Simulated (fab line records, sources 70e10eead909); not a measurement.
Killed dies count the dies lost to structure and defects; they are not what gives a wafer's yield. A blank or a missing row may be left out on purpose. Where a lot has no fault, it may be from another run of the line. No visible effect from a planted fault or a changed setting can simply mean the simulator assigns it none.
A lot that was struck, set against a sound lot -- flow nandHarc -- 40 out of 1302 route steps
Sound: wafers L535.1, L535.2, L535.4. Wafers struck: L542.1, L542.2, L542.3. The cause is given at the end.
At each step with rows: each side's tool, then ch and its chambers, then its first start. Under that, the readings that differ: sound wafers -- struck wafers -- difference of the means -- sigmas: that difference in standard deviations of wafers without a fault.
alike: words and numbers the same on both sides, and readings whose means are apart by under 2 such deviations; not compared: readings that were withheld, readings missing a value for some wafer, numbers with overlapping values and no deviation given by the record, and bounds like >300 which may hide the same value.
The two part at a step that has a row with sigmas, a row that says differs or no value, or rows on one side only. When numbers do not overlap yet have no deviation, they are printed without sigmas and do not part them. A reading missing from all wafers of one side parts the sides only when that side holds two or more wafers.

first, 1 step without rows for these wafers: NHARC_A_CONTACT_ETCH_138 (etches the open film in C4F8/O2/Ar, time 311 s, target depth 1914 nm).
NHARC_A_CONTACT_ETCH_139: etches the open film in C4F8/O2/Ar, time 195 s, target depth 840 nm.
  sound on harCapEtch-03 ch 0,1, day 22 01:26; struck on harCapEtch-01 ch 0,1, day 25 01:53
  alike: oesAirLineAu
  not compared: rfHoursCounterH
NHARC_A_CONTACT_ETCH_92: etches the open film in CH3F/O2, target depth 40 nm, time 85.7 s.
  sound on rieDiel-08 ch 0,1,3, day 22 01:59; struck on rieDiel-12 ch 1,2,3, day 25 02:26
reading,sound,struck,difference,sigmas
rfHoursCounterH (h),22 22 18,34 40 43,+18,
  alike: biasW, drypumpMotorCurrentA, oesProductAu, rfFwdPowerW, rfVppV, showerheadPlenumPTorr, throttleValvePct
NHARC_A_CONTACT_ETCH_98: etches the open film in C4F6/O2, target depth 20 nm, time 10 s.
  sound on rieDiel-08 ch 0,1,3; struck on rieDiel-12 ch 1,2,3, day 25 02:37
reading,sound,struck,difference,sigmas
rfHoursCounterH (h),18 22 22,43 34 40,+18,
  alike: biasW, c4f6FlowSccm, drypumpMotorCurrentA, oesProductAu, rfFwdPowerW, rfVppV, showerheadPlenumPTorr, throttleValvePct
NHARC_A_CONTACT_CD_MEAS_15:
  sound on cdSem-03 at day 22 02:12; struck on cdSem-01 at day 25 02:42
  alike: cdNm
then, 7 steps without rows for these wafers: NHARC_A_CONTACT_STRIP_107 (strips in N2/H2); NHARC_A_CONTACT_STRIP_108 (strips in CF4/CHF3); NHARC_A_CONTACT_STRIP_109 (strips in O2/COS); NHARC_A_CONTACT_ETCH_110 (etches the open film in CF4/O2, target depth 60 nm, overetch 6 nm, time 33 s); NHARC_A_CONTACT_STRIP_26 (strips in O2); NHARC_A_CONTACT_STRIP_27 (strips in post etch residue remover, time 600 s); NHARC_A_CONTACT_ALD_18 (deposits TiN, target thk 3 nm, pulse time 1 s, ald cycles 150).
NHARC_A_CONTACT_CVD_19: deposits W, target thk 300 nm, time 802 s.
  sound on cvdW-01 ch 0,1, day 22 03:20; struck on cvdW-02 ch 0,1, day 25 03:56
  alike: heaterPowerW, throttleValvePct
then, 12 steps without rows for these wafers: NHARC_A_CONTACT_CMP_20 (polishes, t overpolish 30 s, target thk 300 nm); NHARC_A_CONTACT_SRD_22; NHARC_A_BLC_DEHYDRATE_00 (time 120 s); NHARC_A_BLC_HMDS_01 (time 30 s); NHARC_A_BLC_COAT_02 (time 75 s); NHARC_A_BLC_COAT_03 (time 65 s); NHARC_A_BLC_COAT_04 (resist thk 90 nm); NHARC_A_BLC_SOFTBAKE_05 (time 55 s); NHARC_A_BLC_EBR_06; NHARC_A_BLC_EXPOSE_07 (exposes mask A BLC, target cd 100 nm); NHARC_A_BLC_PEB_08 (peb time 65 s); NHARC_A_BLC_DEVELOP_09 (develop time 35 s).
NHARC_A_BLC_CD_MEAS_10 targets a cd of 100 nm.
  sound on cdSem-01 ch 0, day 22 05:08; struck on cdSem-02 ch 0, day 25 05:43
  alike: cdNm
NHARC_A_BLC_OVL_MEAS_11:
  sound on overlay-02 at day 22 05:13; struck on overlay-01 at day 25 05:49
  alike: overlayXNm, overlayYNm
then, 4 steps without rows for these wafers: NHARC_A_BLC_DESCUM_15 (chemistry O2, time 3 s); NHARC_A_BLC_ETCH_16 (etches the open film in CF4, target depth 39 nm, time 65 s); NHARC_A_BLC_ETCH_17 (etches the open film in N2/H2, target depth 390 nm, time 609.38 s); NHARC_A_BLC_ETCH_18 (etches the open film in C4F8/O2/Ar, target depth 910 nm).
NHARC_A_BLC_CD_MEAS_19:
  sound on cdSem-01 at day 22 06:17; struck on cdSem-01 at day 25 06:52
  alike: cdNm
then, 3 steps without rows for these wafers: NHARC_A_BLC_STRIP_29 (strips in CF4); NHARC_A_BLC_STRIP_21 (strips in O2); NHARC_A_BLC_STRIP_22 (strips in post etch residue remover, time 600 s).
NHARC_A_BLC_DEGAS_30: time 60 s.
  sound on pvdSputter-01 at day 22 06:53; struck on pvdSputter-03 at day 25 07:29
  alike: heaterPowerW
then, 2 steps without rows for these wafers: NHARC_A_BLC_PRE_CLEAN_31 (time 15 s); NHARC_A_BLC_PVD_32 (deposits Ti, target thk 5 nm, time 17.7 s).
NHARC_A_BLC_ALD_23: deposits TiN, target thk 3 nm, pulse time 1 s, ald cycles 150.
  sound on aldMetal-03 ch 1,2,3, day 22 07:08; struck on aldMetal-02 ch 0,1,2, day 25 07:43
  alike: heaterPowerW, precursorPulseHeightRel
NHARC_END_SORT_01:
  sound on prober-01 ch 0, day 23 21:11; struck on prober-01 ch 0, day 27 00:19
reading,sound,struck,difference,sigmas
killedAtArray,90 103 96,175 121 132,+46,+2
killedDies,97 107 103,179 127 136,+45,+2
  alike: killedAtOther, killedAtPeriphery, killedOpen, killedShort

## WHERE THEY PART
Within this record, at NHARC_END_SORT_01 only.

WHY: what had been put in by the simulator
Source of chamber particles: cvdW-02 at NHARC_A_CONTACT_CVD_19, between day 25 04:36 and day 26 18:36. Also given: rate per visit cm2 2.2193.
